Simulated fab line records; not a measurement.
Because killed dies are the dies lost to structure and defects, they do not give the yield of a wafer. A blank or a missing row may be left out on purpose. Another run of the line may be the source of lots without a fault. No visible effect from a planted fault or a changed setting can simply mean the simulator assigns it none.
Which tool was responsible? | flow n5-finfet | Sampling: 24 lots, 72 wafers, 5 of 1938 route steps

== WHAT THE GAUGES READ, wafer by wafer ==
N5_BEOL_M13_INSPECT_55: inspects for defects (darkfield).
lot  | measured     | on                | raw-defect-count
L074 | day 11 16:02 | defect-inspect-01 | 66 48 96
L075 | day 11 23:01 | defect-inspect-01 | 59 75 80
L078 | day 12 14:06 | defect-inspect-01 | 92 104 54
L076 | day 12 18:52 | defect-inspect-01 | 126 60 67
L081 | day 13 02:55 | defect-inspect-02 | 116 118 118
L079 | day 13 06:35 | defect-inspect-02 | 110 100 65
L080 | day 13 06:44 | defect-inspect-02 | 89 120 130
L077 | day 13 07:01 | defect-inspect-02 | 65 83 77
L082 | day 13 16:38 | defect-inspect-01 | 39 58 53
L083 | day 13 20:45 | defect-inspect-01 | 59 65 69
L084 | day 13 21:01 | defect-inspect-02 | 97 95 72
L085 | day 14 04:25 | defect-inspect-02 | 55 66 40
L086 | day 14 09:40 | defect-inspect-01 | 60 51 86
L087 | day 14 10:43 | defect-inspect-02 | 65 64 80
L088 | day 15 09:52 | defect-inspect-01 | 126 79 103
L089 | day 15 13:17 | defect-inspect-01 | 78 86 95
L091 | day 15 16:46 | defect-inspect-01 | 101 57 79
L090 | day 16 04:31 | defect-inspect-01 | 69 124 57
L093 | day 16 05:58 | defect-inspect-01 | 71 71 83
L092 | day 16 06:00 | defect-inspect-01 | 77 56 46
L094 | day 16 06:30 | defect-inspect-01 | 66 63 80
L095 | day 17 09:14 | defect-inspect-01 | 90 70 81
L097 | day 17 12:23 | defect-inspect-01 | 94 81 95
L096 | day 17 13:29 | defect-inspect-02 | 96 29 45

N5_BEOL_M15_CD_MEAS_17: target cd 360 nm.
lot  | measured     | on        | cd-nm (nm)
L074 | day 11 21:43 | cd-sem-03 | 360.9 359.8 361.4
L075 | day 12 07:47 | cd-sem-01 | 357.4 356.3 361.3
L078 | day 12 21:23 | cd-sem-03 | 361.2 360.9 357.4
L076 | day 13 01:27 | cd-sem-02 | 358.0 362.1 360.3
L081 | day 13 14:42 | cd-sem-03 | 361.7 356.7 358.5
L079 | day 13 18:47 | cd-sem-02 | 357.1 355.4 360.4
L080 | day 13 19:11 | cd-sem-01 | 358.6 358.1 361.1
L077 | day 13 19:46 | cd-sem-02 | 357.6 358.8 360.1
L082 | day 13 23:01 | cd-sem-02 | 359.3 358.8 355.9
L083 | day 14 02:43 | cd-sem-01 | 360.2 356.9 358.7
L084 | day 14 04:40 | cd-sem-02 | 361.3 364.0 357.5
L085 | day 14 10:22 | cd-sem-03 | 357.3 361.6 356.4
L086 | day 14 18:41 | cd-sem-03 | 363.3 362.6 362.3
L087 | day 14 18:36 | cd-sem-01 | 355.1 359.7 362.1
L088 | day 15 15:38 | cd-sem-02 | 359.0 357.5 358.4
L089 | day 15 20:46 | cd-sem-01 | 357.0 364.1 357.6
L091 | day 15 23:23 | cd-sem-01 | 363.6 361.3 359.5
L090 | day 16 10:41 | cd-sem-02 | 356.0 360.5 357.7
L093 | day 16 11:59 | cd-sem-03 | 357.7 361.2 359.6
L092 | day 16 12:56 | cd-sem-03 | 360.7 356.3 361.8
L094 | day 16 14:47 | cd-sem-03 | 358.5 359.4 361.3
L095 | day 17 17:19 | cd-sem-03 | 362.1 358.0 359.2
L097 | day 17 20:17 | cd-sem-03 | 358.1 357.7 357.1
L096 | day 17 20:52 | cd-sem-03 | 357.2 356.9 356.5

N5_BEOL_M15_INSPECT_30: inspects for defects (macro).
lot  | measured     | on                | raw-defect-count
L074 | day 11 22:53 | defect-inspect-01 | 2 4 2
L075 | day 12 08:51 | defect-inspect-01 | 3 1 2
L078 | day 12 22:30 | defect-inspect-01 | 2 3 4
L076 | day 13 02:37 | defect-inspect-01 | 2 1 3
L081 | day 13 15:53 | defect-inspect-02 | 0 2 4
L079 | day 13 19:47 | defect-inspect-01 | 3 2 1
L080 | day 13 20:10 | defect-inspect-01 | 3 2 1
L077 | day 13 20:53 | defect-inspect-01 | 1 2 3
L082 | day 13 23:58 | defect-inspect-02 | 0 2 1
L083 | day 14 03:41 | defect-inspect-02 | 0 1 0
L084 | day 14 05:40 | defect-inspect-02 | 4 3 2
L085 | day 14 11:20 | defect-inspect-01 | 2 4 5
L086 | day 14 19:44 | defect-inspect-02 | 1 0 7
L087 | day 14 19:32 | defect-inspect-01 | 3 3 3
L088 | day 15 16:35 | defect-inspect-01 | 1 3 2
L089 | day 15 21:49 | defect-inspect-02 | 3 0 2
L091 | day 16 00:18 | defect-inspect-02 | 1 2 3
L090 | day 16 11:37 | defect-inspect-01 | 4 0 4
L093 | day 16 12:59 | defect-inspect-01 | 1 2 2
L092 | day 16 14:01 | defect-inspect-02 | 2 3 2
L094 | day 16 15:51 | defect-inspect-01 | 5 2 3
L095 | day 17 18:15 | defect-inspect-02 | 0 5 4
L097 | day 17 21:13 | defect-inspect-01 | 0 3 3
L096 | day 17 21:55 | defect-inspect-01 | 3 5 2

== WHICH TOOL RAN EACH LOT (tool, then ch and the chambers of the sampled wafers, then the start) ==
lot  | N5_BEOL_M14_ETCH_67                | N5_BEOL_M14_SPUTTER_43
L074 | rie-diel-04 ch 1,2, day 11 17:56   | pvd-sputter-02, day 11 19:01
L075 | rie-diel-06 ch 0,1,2, day 12 00:53 | pvd-sputter-01, day 12 04:48
L078 | rie-diel-04 ch 2,3, day 12 15:44   | pvd-sputter-03, day 12 18:15
L076 | rie-diel-04 ch 1,2,3, day 12 20:22 | pvd-sputter-03, day 12 22:57
L081 | rie-diel-04 ch 0,2,3, day 13 04:46 | pvd-sputter-01, day 13 12:11
L079 | rie-diel-04 ch 2,3, day 13 08:21   | pvd-sputter-02, day 13 15:52
L080 | rie-diel-02 ch 0,2,3, day 13 08:23 | pvd-sputter-02, day 13 16:11
L077 | rie-diel-02 ch 0,1,2, day 13 09:22 | pvd-sputter-02, day 13 16:32
L082 | rie-diel-06 ch 1,2,3, day 13 18:09 | pvd-sputter-03, day 13 20:00
L083 | rie-diel-06 ch 0,1,2, day 13 22:25 | pvd-sputter-03, day 14 00:13
L084 | rie-diel-06 ch 0,1,2, day 13 23:18 | pvd-sputter-02, day 14 02:01
L085 | rie-diel-04 ch 0,1,2, day 14 06:11 | pvd-sputter-01, day 14 07:59
L086 | rie-diel-06 ch 0,1,2, day 14 11:25 | pvd-sputter-03, day 14 15:10
L087 | rie-diel-02 ch 0,3, day 14 12:34   | pvd-sputter-02, day 14 14:52
L088 | rie-diel-04 ch 0,1,2, day 15 11:29 | pvd-sputter-03, day 15 12:44
L089 | rie-diel-04 ch 0,3, day 15 14:55   | pvd-sputter-01, day 15 18:19
L091 | rie-diel-06 ch 0,1,3, day 15 19:07 | pvd-sputter-02, day 15 20:58
L090 | rie-diel-06 ch 0,1,3, day 16 06:09 | pvd-sputter-03, day 16 08:18
L093 | rie-diel-06 ch 1,2, day 16 07:38   | pvd-sputter-03, day 16 09:22
L092 | rie-diel-06 ch 0,1, day 16 08:19   | pvd-sputter-03, day 16 09:58
L094 | rie-diel-04 ch 0,1, day 16 08:46   | pvd-sputter-01, day 16 12:24
L095 | rie-diel-04 ch 2,3, day 17 11:03   | pvd-sputter-01, day 17 14:45
L097 | rie-diel-02 ch 0,2, day 17 14:04   | pvd-sputter-02, day 17 17:42
L096 | rie-diel-06 ch 0,1,3, day 17 15:20 | pvd-sputter-01, day 17 18:02
- N5_BEOL_M14_ETCH_67: etches SiARC in CF4, target depth 143 nm, time 238.3 s.
- N5_BEOL_M14_SPUTTER_43: material TaN, target thk 15 nm, time 24.19 s.

== AS READ BY THE TOOLS THEMSELVES (means over the sampled wafers that have a number; for cases with no such wafer, the mark the record gives instead) ==
N5_BEOL_M14_ETCH_67.
lot  | tool        | bias-w (W) | drypump-motor-current-A (A) | etch-rf-on-time-s (s) | mfc-ar-sccm (sccm) | oes-product-au (a.u.) | rf-vpp-V (V) | showerhead-plenum-p-Torr (Torr) | throttle-valve-pct (%)
L074 | rie-diel-04 | 36.05      | 5.8                         | 241                   | 100.3              | 0.72                  | 185.8        | 2.19                            | 15.42
L075 | rie-diel-06 | 35.96      | 5.7                         | 247                   | 99.8               | 0.62                  | 184.3        | 2.11                            | 15.58
L078 | rie-diel-04 | 35.96      | 5.8                         | 228                   | 99.9               | 0.76                  | 185.0        | 2.27                            | 15.28
L076 | rie-diel-04 | 36.11      | 5.8                         | 234                   | 100.1              | 0.74                  | 185.6        | 2.23                            | 15.35
L081 | rie-diel-04 | 35.96      | 5.9                         | 237                   | 100.0              | 0.72                  | 185.4        | 2.25                            | 15.46
L079 | rie-diel-04 | 35.95      | 5.9                         | 228                   | 100.2              | 0.75                  | 185.6        | 2.27                            | 15.28
L080 | rie-diel-02 | 36.03      | 6.1                         | 246                   | 100.2              | 0.71                  | 183.5        | 2.08                            | 15.52
L077 | rie-diel-02 | 36.01      | 6.0                         | 245                   | 100.3              | 0.68                  | 184.2        | 2.10                            | 15.53
L082 | rie-diel-06 | 35.93      | 5.7                         | 245                   | 100.0              | 0.70                  | 184.1        | 2.13                            | 15.47
L083 | rie-diel-06 | 36.00      | 5.7                         | 243                   | 99.9               | 0.69                  | 183.0        | 2.10                            | 15.44
L084 | rie-diel-06 | 35.98      | 5.7                         | 242                   | 100.1              | 0.69                  | 183.8        | 2.10                            | 15.44
L085 | rie-diel-04 | 36.02      | 5.9                         | 243                   | 100.0              | 0.68                  | 184.5        | 2.20                            | 15.55
L086 | rie-diel-06 | 35.95      | 5.7                         | 239                   | 100.2              | 0.69                  | 183.9        | 2.10                            | 15.45
L087 | rie-diel-02 | 36.03      | 6.1                         | 248                   | 100.3              | 0.63                  | 182.5        | 2.04                            | 15.59
L088 | rie-diel-04 | 36.07      | 5.9                         | 244                   | 99.9               | 0.68                  | 184.8        | 2.20                            | 15.57
L089 | rie-diel-04 | 35.89      | 5.8                         | 233                   | 99.9               | 0.73                  | 185.8        | 2.26                            | 15.32
L091 | rie-diel-06 | 36.03      | 6.2                         | 244                   | 100.3              | 0.61                  | 184.5        | 2.14                            | 15.61
L090 | rie-diel-06 | 36.00      | 6.2                         | 246                   | 100.0              | 0.61                  | 184.8        | 2.14                            | 15.62
L093 | rie-diel-06 | 36.00      | 5.5                         | 242                   | 99.9               | 0.68                  | 183.6        | 2.07                            | 15.47
L092 | rie-diel-06 | 35.81      | 5.9                         | 247                   | 100.4              | 0.61                  | 182.9        | 2.08                            | 15.58
L094 | rie-diel-04 | 36.05      | 5.9                         | 247                   | 100.2              | 0.68                  | 185.7        | 2.19                            | 15.59
L095 | rie-diel-04 | 36.04      | 5.9                         | 232                   | 99.6               | 0.71                  | 185.6        | 2.26                            | 15.34
L097 | rie-diel-02 | 36.03      | 5.8                         | 242                   | 100.3              | 0.77                  | 182.9        | 2.04                            | 15.28
L096 | rie-diel-06 | 36.00      | 6.2                         | 246                   | 100.0              | 0.61                  | 184.1        | 2.13                            | 15.64

N5_BEOL_M14_SPUTTER_43.
lot  | tool           | throttle-valve-pct (%)
L074 | pvd-sputter-02 | 29.6
L075 | pvd-sputter-01 | 29.5
L078 | pvd-sputter-03 | 30.8
L076 | pvd-sputter-03 | 30.2
L081 | pvd-sputter-01 | 29.9
L079 | pvd-sputter-02 | 28.6
L080 | pvd-sputter-02 | 29.4
L077 | pvd-sputter-02 | 29.7
L082 | pvd-sputter-03 | 30.5
L083 | pvd-sputter-03 | 30.6
L084 | pvd-sputter-02 | 28.4
L085 | pvd-sputter-01 | 30.2
L086 | pvd-sputter-03 | 29.9
L087 | pvd-sputter-02 | 28.9
L088 | pvd-sputter-03 | 30.3
L089 | pvd-sputter-01 | 30.0
L091 | pvd-sputter-02 | 30.2
L090 | pvd-sputter-03 | 30.2
L093 | pvd-sputter-03 | 30.4
L092 | pvd-sputter-03 | 30.5
L094 | pvd-sputter-01 | 30.0
L095 | pvd-sputter-01 | 30.1
L097 | pvd-sputter-02 | 29.6
L096 | pvd-sputter-01 | 30.0

== THE ANSWER, worked out from the rows above alone ==
Rule: what is usual is taken from the lots themselves. The widest of any qualifying gaps counts: lots, ordered by their means at a reading, are off when they make up no more than a third of the lots, leave a main group of 4 or more, and stand apart from it by 3 or more times the standard deviation of that group's means. The tables above print the reading to a certain number of digits; a main group whose means all agree to those digits is not used. A lot without any number at a reading at which 4 lots or more have one is off too. All remaining lots with rows at the step are treated as sound. The gauges are gone through in route order, then the tools' own readings, and for those a lot's mean is taken as printed above. The first step at which some lot is off is used, and at that step the reading that is off furthest; a lot without a number counts as furthest.
Nothing can be told from this: no lot is off at any reading shown.

== WHAT THE SIMULATOR HAD INSERTED ==
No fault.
